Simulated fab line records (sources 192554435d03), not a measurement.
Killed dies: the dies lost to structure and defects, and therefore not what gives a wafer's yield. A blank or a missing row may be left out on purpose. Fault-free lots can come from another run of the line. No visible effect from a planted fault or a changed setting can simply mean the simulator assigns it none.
fab line records ; flow n5-finfet
[record] lots = 10; wafers = 27; last-day = 18
route steps=1938 shown DUMMY_GATE@251 SPACER0@259 SD_EPI_N@279 BEOL_M4@1111
lots with no fault: from the same line, run without faults
start-h: hours from the record's first day to the start of the lot's first wafer shown ; wait-h: how many hours have passed since the lot's step before this one ; " identical to the entry in the row above ; L1.1+2: a row that stands for several wafers ; - no value present, or no start provided ; * or withheld: withheld ; < > ~ a bound
route shown NAME@n: a module of which the file shows steps, and the number in the route of the first ; usual: mean/standard deviation of fault-free wafers ; same: alike in all rows ; chamber/n: place in a boat ; sites: the reading at each site ; _std_site: standard deviation of those values ; _edge_site: inner sites' mean taken away from outer sites' mean ; radius-mm: for every site, how far away it sits from the centre of the wafer ; mask NAME#n: copy n ; behind: the most recent tool/chamber to have shaped the wafer ; hold: why the lot was held/for how many hours/how that ended ; device: the transistor (n, p or np) that didn't switch ; end of line: the same wafers' tests at the end of the route ; for a step that has no rows: nothing shown but its recipe ; killed: the dies lost at the first sort to structure and to defects; this is not the yield of the wafer ; map: the dies of a wafer, with x for killed, . for not killed, _ for no die there
set.NAME: the setting the step ran with; set.NAME@STEP: the setting that earlier step ran with ; model.NAME: the simulator's own value behind a step, which no gauge read
one table for each step of the route and one row for each wafer, over a sample of lots
services: a tool's chamber out of use, with start hour (start-h, from the record's first day; less than 0 if before it), hours out, and reason
[[steps]]
[step N5_DUMMY_GATE_STRIP_48]
[recipe] chemistry = N2/H2; time-s = 20; power-w = 100; temp-c = 40; pressure-mtorr = 100; rf-frequency-hz = 6e+07; bias-power-w = 3; n2-flow-sccm = 300; h2-flow-sccm = 300
[usual] drypump-motor-current-A = 5.5/0.38; oes-product-au = 0.78/0.082; rf-vpp-V = 45.3/0.79; showerhead-plenum-p-Torr = 3.40/0.12; throttle-valve-pct = 12.28/0.18
lot.wafer;tool;chamber;start-h;wait-h;drypump-motor-current-A;oes-product-au;rf-hours-counter-h;rf-vpp-V;showerhead-plenum-p-Torr;throttle-valve-pct
L506.1;rie-diel-02;2;48.40;0.0;5.8;0.69;233;46.2;3.31;12.24
L506.5;rie-diel-02;3;48.40;0.0;5.7;0.97;-;45.9;3.61;12.37
L506.6;rie-diel-02;2;48.40;0.0;5.8;0.69;-;44.7;3.32;12.25
L511.2;rie-diel-04;1;81.07;0.0;5.0;0.70;197;45.7;3.35;12.41
L511.3;rie-diel-04;0;81.07;0.0;5.7;0.90;23;43.4;3.32;11.97
L511.6;rie-diel-04;3;81.07;0.0;5.4;0.75;-;45.5;3.51;12.32
L512.4;rie-diel-06;0;83.68;0.0;5.6;0.77;128;46.0;3.55;12.30
L516.4;rie-diel-02;0;109.88;0.0;4.8;0.69;-;44.9;3.36;12.65
L516.5;rie-diel-02;2;109.88;0.0;5.8;0.68;-;44.3;3.30;12.29
L518.1;rie-diel-02;1;121.47;0.0;6.0;0.74;183;44.7;3.33;12.34
L518.3;rie-diel-02;0;121.47;0.0;4.8;0.69;216;45.4;3.36;12.64
L518.4;rie-diel-02;3;121.47;0.0;5.7;0.91;-;44.6;3.59;12.44
L519.1;rie-diel-06;2;125.72;0.0;6.1;0.79;112;45.1;3.40;12.24
L519.2;rie-diel-06;1;125.72;0.0;5.4;0.87;48;46.3;3.29;12.24
L519.5;rie-diel-06;2;125.72;0.0;6.1;0.78;-;45.3;3.40;12.24
L526.3;rie-diel-04;0;169.53;0.0;5.7;0.86;49;46.2;3.30;12.05
L526.4;rie-diel-04;1;169.53;0.0;5.0;0.68;222;46.5;3.33;12.47
L526.5;rie-diel-04;3;169.53;0.0;5.4;0.72;-;46.0;3.50;12.39
L527.1;rie-diel-04;1;177.38;0.0;5.0;0.68;225;45.4;3.33;12.48
L527.4;rie-diel-04;2;177.38;0.0;5.7;0.72;163;44.6;3.22;12.18
L527.6;rie-diel-04;2;177.38;0.0;5.7;0.73;-;44.3;3.22;12.19
L528.2;rie-diel-06;1;179.81;0.0;5.4;0.85;62;45.3;3.29;12.27
L528.3;rie-diel-06;2;179.81;0.0;6.1;0.77;129;44.6;3.40;12.29
L528.4;rie-diel-06;0;179.81;0.0;5.6;0.75;-;46.3;3.53;12.39
L529.1;rie-diel-04;2;186.91;0.0;5.7;0.72;166;44.7;3.22;12.19
L529.3;rie-diel-04;0;186.91;0.0;5.6;0.85;55;45.4;3.30;12.06
L529.6;rie-diel-04;3;186.91;0.0;5.4;0.72;-;46.5;3.50;12.40
[step N5_SPACER0_ALD_00]
[recipe] material = SiOCN; target-thk-a = 35; temp-c = 400; ald-precursor-family = alkyl-aminosilane; ald-co-reactant = O2/N2-plasma; pulse-time-s = 3; purge-time-s = 2; co-reactant-purge-time-s = 2; ald-cycles = 58; pressure-torr = 2
[usual] heater-power-w = 845/99; precursor-pulse-height-rel = 1.002/0.019
lot.wafer;tool;chamber;start-h;wait-h;heater-power-w;precursor-pulse-height-rel
L506.1;ald-sin-01;1;48.81;0.1;884;0.981
L506.5;ald-sin-01;2;48.81;0.1;860;0.981
L506.6;ald-sin-01;1;48.81;0.1;859;0.988
L511.2;ald-sin-01;3;81.50;0.1;831;0.989
L511.3;ald-sin-01;2;81.50;0.1;849;1.000
L511.6;ald-sin-01;2;81.50;0.1;849;0.992
L512.4;ald-sin-01;1;84.05;0.1;870;1.028
L516.4;ald-sin-01;0;110.23;0.1;932;0.981
L516.5;ald-sin-01;3;110.23;0.1;851;0.987
L518.1;ald-sin-02;0;122.00;0.1;820;0.989
L518.3;ald-sin-02;1;122.00;0.1;999;0.997
L518.4;ald-sin-02;2;122.00;0.1;694;1.010
L519.1;ald-sin-03;2;126.10;0.1;761;0.980
L519.2;ald-sin-03;3;126.10;0.1;860;1.009
L519.5;ald-sin-03;2;126.10;0.1;790;1.007
L526.3;ald-sin-02;0;169.91;0.1;813;0.981
L526.4;ald-sin-02;1;169.91;0.1;967;0.978
L526.5;ald-sin-02;3;169.91;0.1;750;1.015
L527.1;ald-sin-02;1;177.76;0.1;977;1.022
L527.4;ald-sin-02;3;177.76;0.1;723;1.013
L527.6;ald-sin-02;1;177.76;0.1;1010;1.006
L528.2;ald-sin-02;2;181.72;0.1;699;0.986
L528.3;ald-sin-02;1;181.72;0.1;971;0.974
L528.4;ald-sin-02;3;181.72;0.1;753;0.999
L529.1;ald-sin-03;3;188.08;0.1;883;0.980
L529.3;ald-sin-03;0;188.08;0.1;1026;0.972
L529.6;ald-sin-03;1;188.08;0.1;859;1.003
[step N5_SD_EPI_N_ETCH_16]
[recipe] chemistry = CHF3/O2; target = SiO2; target-depth-a = 50; mask-material = SOC; pressure-mtorr = 30; source-w = 650; bias-w = 170; Ar_flow_sccm = 200; CHF3_flow_sccm = 50; O2_flow_sccm = 5; ion-energy-ev = 200
[usual] drypump-motor-current-A = 5.5/0.42; oes_o_777_au = 0.79/0.092; oes-product-au = 0.78/0.097; rf-vpp-V = 521/17; showerhead-plenum-p-Torr = 2.42/0.086; throttle-valve-pct = 19.00/0.28
lot.wafer;tool;chamber;start-h;wait-h;drypump-motor-current-A;oes_o_777_au;oes-product-au;rf-hours-counter-h;rf-vpp-V;showerhead-plenum-p-Torr;throttle-valve-pct
L506.1;rie-diel-05;0;50.47;0.1;4.7;0.70;0.66;248;512;2.48;18.97
L506.5;rie-diel-05;1;50.47;0.1;5.6;0.86;0.85;-;554;2.34;18.84
L506.6;rie-diel-05;2;50.47;0.1;5.7;0.73;0.71;-;504;2.37;18.94
L511.2;rie-diel-01;2;83.09;0.1;5.9;0.75;0.72;224;510;2.29;19.38
L511.3;rie-diel-01;0;83.09;0.1;5.8;0.68;0.67;225;518;2.49;19.33
L511.6;rie-diel-01;3;83.09;0.1;5.6;0.82;0.82;-;531;2.45;18.65
L512.4;rie-diel-05;1;85.46;0.0;5.6;0.85;0.82;-;554;2.33;18.85
L516.4;rie-diel-03;2;112.07;0.0;6.0;0.93;0.93;-;539;2.57;18.63
L516.5;rie-diel-03;0;112.07;0.0;5.5;0.70;0.74;-;521;2.32;19.37
L518.1;rie-diel-05;3;123.60;0.1;6.3;0.97;0.99;2;541;2.40;18.52
L518.3;rie-diel-05;1;123.60;0.1;5.6;0.83;0.81;96;554;2.33;18.89
L518.4;rie-diel-05;2;123.60;0.1;5.7;0.71;0.68;211;504;2.36;18.96
L519.1;rie-diel-05;1;128.44;0.1;5.6;0.83;0.81;98;553;2.33;18.89
L519.2;rie-diel-05;2;128.44;0.1;5.7;0.71;0.68;213;503;2.36;18.98
L519.5;rie-diel-05;3;128.44;0.1;6.3;0.97;0.98;-;541;2.40;18.52
L526.3;rie-diel-03;0;171.30;0.1;5.5;0.69;0.73;180;520;2.31;19.39
L526.4;rie-diel-03;2;171.30;0.1;6.0;0.90;0.91;-;538;2.57;18.69
L526.5;rie-diel-03;3;171.30;0.1;5.4;0.81;0.80;-;544;2.53;18.81
L527.1;rie-diel-01;0;179.60;0.1;5.8;0.92;0.92;10;518;2.48;18.93
L527.4;rie-diel-01;0;179.60;0.1;5.8;0.92;0.92;-;515;2.48;18.95
L527.6;rie-diel-01;1;179.60;0.1;5.0;0.70;0.68;-;500;2.48;19.27
L528.2;rie-diel-01;0;183.11;0.1;5.8;0.91;0.93;12;518;2.48;18.94
L528.3;rie-diel-01;1;183.11;0.1;5.0;0.70;0.68;226;501;2.48;19.27
L528.4;rie-diel-01;1;183.11;0.1;5.0;0.70;0.68;-;500;2.48;19.26
L529.1;rie-diel-01;0;189.48;0.1;5.8;0.91;0.93;14;517;2.48;18.96
L529.3;rie-diel-01;3;189.48;0.1;5.6;0.78;0.77;114;530;2.43;18.72
L529.6;rie-diel-01;2;189.48;0.1;5.9;1.02;0.99;-;518;2.57;18.95
[step N5_SD_EPI_N_PRECLEAN_49]
[recipe] chemistry = NF3:NH3; afs-cycles = 1; temp-c = 30; time-s = 20; sublimation-temp-c = 180; sublimation-time-s = 60; pressure-torr = 3; rf-power-w = 30
[usual] pressure-torr = 3.000/0.0064; temp-c = 29.98/0.089
[same] sublimation-time-s = 60
lot.wafer;tool;chamber;start-h;wait-h;pressure-torr;temp-c
L506.1;remote-plasma-02;1;53.40;0.0;3.007;30.04
L506.5;remote-plasma-02;1;53.40;0.0;3.010;30.01
L506.6;remote-plasma-02;1;53.40;0.0;3.006;30.08
L511.2;remote-plasma-01;1;86.05;0.1;3.017;29.96
L511.3;remote-plasma-01;1;86.05;0.1;2.997;29.93
L511.6;remote-plasma-01;1;86.05;0.1;3.008;29.82
L512.4;remote-plasma-01;1;89.38;0.1;3.008;30.41
L516.4;remote-plasma-01;1;118.08;0.1;2.999;30.42
L516.5;remote-plasma-01;1;118.08;0.1;3.007;30.38
L518.1;remote-plasma-02;1;128.22;0.0;2.996;30.14
L518.3;remote-plasma-02;1;128.22;0.0;3.003;30.00
L518.4;remote-plasma-02;1;128.22;0.0;3.005;30.02
L519.1;remote-plasma-02;1;134.36;0.0;2.997;29.84
L519.2;remote-plasma-02;1;134.36;0.0;2.995;29.85
L519.5;remote-plasma-02;1;134.36;0.0;3.003;29.89
L526.3;remote-plasma-02;0;174.25;0.1;2.993;30.04
L526.4;remote-plasma-02;0;174.25;0.1;2.999;30.14
L526.5;remote-plasma-02;0;174.25;0.1;3.000;29.96
L527.1;remote-plasma-01;1;182.70;0.0;2.993;29.89
L527.4;remote-plasma-01;1;182.70;0.0;2.991;29.91
L527.6;remote-plasma-01;1;182.70;0.0;2.989;29.88
L528.2;remote-plasma-01;1;186.05;0.1;3.007;29.99
L528.3;remote-plasma-01;1;186.05;0.1;2.995;30.05
L528.4;remote-plasma-01;1;186.05;0.1;3.002;30.04
L529.1;remote-plasma-01;1;195.20;0.0;2.988;30.17
L529.3;remote-plasma-01;1;195.20;0.0;2.988;29.99
L529.6;remote-plasma-01;1;195.20;0.0;2.991;30.09
[step N5_BEOL_M4_RC_MEAS_101]
[usual] DIBL_N = 37.5/2.5; DIBL_P = 38/3.1; IOFF_N = 0.19/0.059; IOFF_P = 0.24/0.061; ION_N = 679/16; ION_P = 465/9.8; SS_N = 72.0/0.8; SS_P = 73.7/0.86; VT_N = 248/4.5; VT_P = -249/3.5
lot.wafer;tool;chamber;start-h;wait-h;DIBL_N[mV/V];DIBL_P[mV/V];IOFF_N[nA/um];IOFF_P[nA/um];ION_N[uA/um];ION_P[uA/um];SS_N[mV/dec];SS_P[mV/dec];VT_N[mV];VT_P[mV]
L506.1;prober-02;0;163.35;0.0;34.1;36;0.12;0.20;659;459;70.6;72.8;254;-249
L506.5;prober-02;0;163.35;0.0;37.8;37;0.18;0.22;678;466;72.3;73.5;251;-250
L506.6;prober-02;0;163.35;0.0;39.7;40;0.23;0.27;679;459;72.7;74.2;248;-245
L511.2;prober-02;0;191.94;0.2;31.0;28;0.08;0.12;644;452;70.6;70.8;259;-255
L511.3;prober-02;0;191.94;0.2;33.5;33;0.12;0.18;679;467;69.8;72.5;253;-251
L511.6;prober-02;0;191.94;0.2;33.7;35;0.13;0.19;672;462;70.2;73.0;250;-250
L512.4;prober-01;0;215.74;0.5;42.3;44;0.35;0.34;714;472;74.2;75.5;240;-243
L516.4;prober-01;0;251.88;0.5;33.7;34;0.13;0.19;670;461;72.0;72.9;252;-251
L516.5;prober-01;0;251.88;0.5;36.6;38;0.21;0.29;701;486;71.9;74.4;241;-244
L518.1;prober-02;0;253.23;0.0;35.6;35;0.15;0.17;660;448;71.4;73.2;250;-255
L518.3;prober-02;0;253.23;0.0;34.5;34;0.14;0.17;672;453;71.0;72.5;248;-255
L518.4;prober-02;0;253.23;0.0;37.2;38;0.18;0.22;678;450;71.9;73.9;246;-250
L519.1;prober-02;0;257.03;0.0;37.5;37;0.20;0.30;706;489;70.9;73.4;242;-244
L519.2;prober-02;0;257.03;0.0;36.4;34;0.16;0.23;689;470;72.0;72.9;249;-248
L519.5;prober-02;0;257.03;0.0;36.5;35;0.18;0.26;684;479;71.7;72.7;249;-244
L527.1;prober-01;0;310.43;0.0;38.6;42;0.21;0.29;685;475;72.0;74.4;247;-249
L527.4;prober-01;0;310.43;0.0;39.0;39;0.20;0.23;676;455;71.8;74.7;247;-251
L527.6;prober-01;0;310.43;0.0;39.9;41;0.23;0.26;687;466;72.2;74.6;245;-249
L526.3;prober-02;0;310.66;0.3;40.5;38;0.23;0.26;684;465;72.7;73.8;246;-249
L526.4;prober-02;0;310.66;0.3;38.6;36;0.17;0.22;662;460;73.0;73.4;250;-249
L526.5;prober-02;0;310.66;0.3;39.9;38;0.21;0.25;687;466;71.8;74.0;250;-248
L528.2;prober-02;0;312.12;0.2;37.5;39;0.18;0.22;679;466;72.5;73.7;251;-252
L528.3;prober-02;0;312.12;0.2;34.7;35;0.13;0.17;673;459;71.5;73.4;254;-252
L528.4;prober-02;0;312.12;0.2;37.5;40;0.19;0.26;677;463;72.1;74.5;248;-249
L529.1;prober-02;0;317.13;0.0;36.5;37;0.18;0.22;681;462;72.6;73.0;250;-249
L529.3;prober-02;0;317.13;0.0;36.5;39;0.19;0.27;690;476;72.7;74.0;247;-247
L529.6;prober-02;0;317.13;0.0;36.0;37;0.15;0.20;677;461;72.3;73.7;253;-253
[[services]]
tool;chamber;start-h;hours;kind
ald-sin-01;1;26.36;2.8;repair
rie-diel-04;2;33.25;6.9;repair
rie-diel-01;0;36.21;7.6;repair
rie-diel-01;2;37.04;3.7;repair
rie-diel-01;3;40.19;5.7;repair
rie-diel-01;-;51.33;2.8;pm
rie-diel-03;-;57.49;2.8;pm
rie-diel-05;2;79.97;7.6;repair
ald-sin-03;-;86.14;14.0;pm
rie-diel-01;3;91.95;1.8;repair
rie-diel-02;3;98.29;13.9;repair
remote-plasma-02;-;99.26;0.2;repair
rie-diel-02;-;99.37;0.4;repair
rie-diel-03;3;102.94;20.2;repair
rie-diel-03;2;110.03;1.3;repair
rie-diel-03;-;114.49;14.6;pm
rie-diel-04;-;115.63;0.3;repair
rie-diel-01;3;120.80;2.2;repair
rie-diel-01;1;123.00;5.2;repair
ald-sin-02;2;140.54;34.7;repair
ald-sin-03;-;142.68;6.1;pm
ald-sin-01;3;170.45;13.0;repair
rie-diel-06;3;176.37;19.3;repair
ald-sin-02;-;187.18;6.0;pm
[[key]]
[first-sign] step = N5_SD_EPI_N_PRECLEAN_49; reading = temp-c; direction = up; sigmas = 4.8; usual = *; struck = *
effect none on later readings
met-at N5_SD_EPI_N_PRECLEAN_49
struck-lots L512,L516
struck-wafers L512.4,L516.4,L516.5
not-acting-at N5_DUMMY_GATE_STRIP_48,N5_SPACER0_ALD_00,N5_SD_EPI_N_ETCH_16
onset-between 86.05 89.38
[fault] kind = process-parameter-drift; tool = remote-plasma-01; chamber = 1; onset-h = 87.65; steps = N5_SD_EPI_N_PRECLEAN_49; channel = temp-c; offset = *; shape = step; end-h = 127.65; acts-in = *; stated = *
